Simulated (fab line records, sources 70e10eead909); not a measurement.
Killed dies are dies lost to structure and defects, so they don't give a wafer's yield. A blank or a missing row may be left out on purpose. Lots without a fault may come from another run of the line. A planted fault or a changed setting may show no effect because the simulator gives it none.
Chamber matching | flow nand_harc | NHARC_A_STAIRCASE_DESCUM_252 on rie_diel-02: 4 sister chambers
The step chemistry O2, time 3 s. 18 wafers are shown with their chamber, then 9 later ones without.

WAFERS WITH THEIR CHAMBER
wafer  | chamber | showerhead_plenum_p_Torr (Torr) | oes_product_au (a.u.) | rf_vpp_V (V)
L077.1 | 3       | 1.80                            | 1.005                 | 57.4
L077.2 | 1       | 2.02                            | 0.972                 | 58.0
L077.6 | 1       | 2.02                            | 0.966                 | 57.3
L082.1 | 3       | 1.80                            | 1.011                 | 58.0
L082.2 | 1       | 2.01                            | 0.976                 | 57.9
L082.5 | 3       | 1.80                            | 1.000                 | 57.2
L088.1 | 1       | 2.01                            | 0.986                 | 57.4
L088.2 | 2       | 1.87                            | 0.999                 | 55.8
L088.4 | 0       | 1.80                            | 1.000                 | 56.9
L085.2 | 3       | 1.80                            | 1.004                 | 57.6
L085.5 | 0       | 1.80                            | 1.009                 | 56.3
L085.6 | 3       | 1.80                            | 1.000                 | 57.2
L087.1 | 0       | 1.80                            | 1.000                 | 56.7
L087.2 | 1       | 2.01                            | 0.985                 | 59.3
L087.3 | 3       | 1.79                            | 1.017                 | 58.7
L086.1 | 3       | 1.79                            | 0.992                 | 57.8
L086.3 | 0       | 1.80                            | 0.989                 | 58.2
L086.5 | 3       | 1.79                            | 0.998                 | 58.1

SIGNATURES (means of the wafers above)
reading                  | chamber 0 | chamber 1 | chamber 2 | chamber 3 | scatter within a chamber
showerhead_plenum_p_Torr | 1.8000    | 2.0140    | 1.8700    | 1.7963    | 0.00469
oes_product_au           | 0.99950   | 0.97700   | 0.99900   | 1.00337   | 0.00811
rf_vpp_V                 | 57.025    | 57.980    | 55.800    | 57.750    | 0.677
Rule: a wafer's distance from a chamber is the root of the sum, over the readings, of the square of ((its reading less the chamber's mean) divided by the reading's scatter). The wafer belongs to the nearest chamber; if the next one is less than 2 further off, it can't be placed. The scatter: the root of (the sum of the squares of (reading less its chamber's mean) over the shown wafers, divided by (wafers less chambers)).

WAFERS WITHOUT THEIR CHAMBER
wafer  | showerhead_plenum_p_Torr (Torr) | oes_product_au (a.u.) | rf_vpp_V (V)
L092.1 | 1.86                            | 0.981                 | 58.0
L092.3 | 1.79                            | 1.004                 | 56.8
L092.4 | 1.79                            | 0.998                 | 57.7
L089.3 | 1.86                            | 0.984                 | 57.0
L089.5 | 1.86                            | 0.988                 | 57.2
L089.6 | 1.79                            | 0.994                 | 56.6
L097.1 | 2.01                            | 0.999                 | 56.3
L097.3 | 1.79                            | 0.992                 | 56.4
L097.4 | 1.79                            | 1.002                 | 57.8

WHICH CHAMBER EACH WENT THROUGH
wafer  | from the rows above     | in truth
L092.1 | 2                       | 2
L092.3 | can't be placed: 3 or 0 | 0
L092.4 | can't be placed: 3 or 0 | 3
L089.3 | 2                       | 2
L089.5 | 2                       | 2
L089.6 | can't be placed: 0 or 3 | 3
L097.1 | 1                       | 1
L097.3 | can't be placed: 0 or 3 | 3
L097.4 | can't be placed: 3 or 0 | 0
Placed correctly: 4 of 9. Can't be placed from these rows: 5 (the true chamber is among the candidates in 5). Placed wrongly: 0.
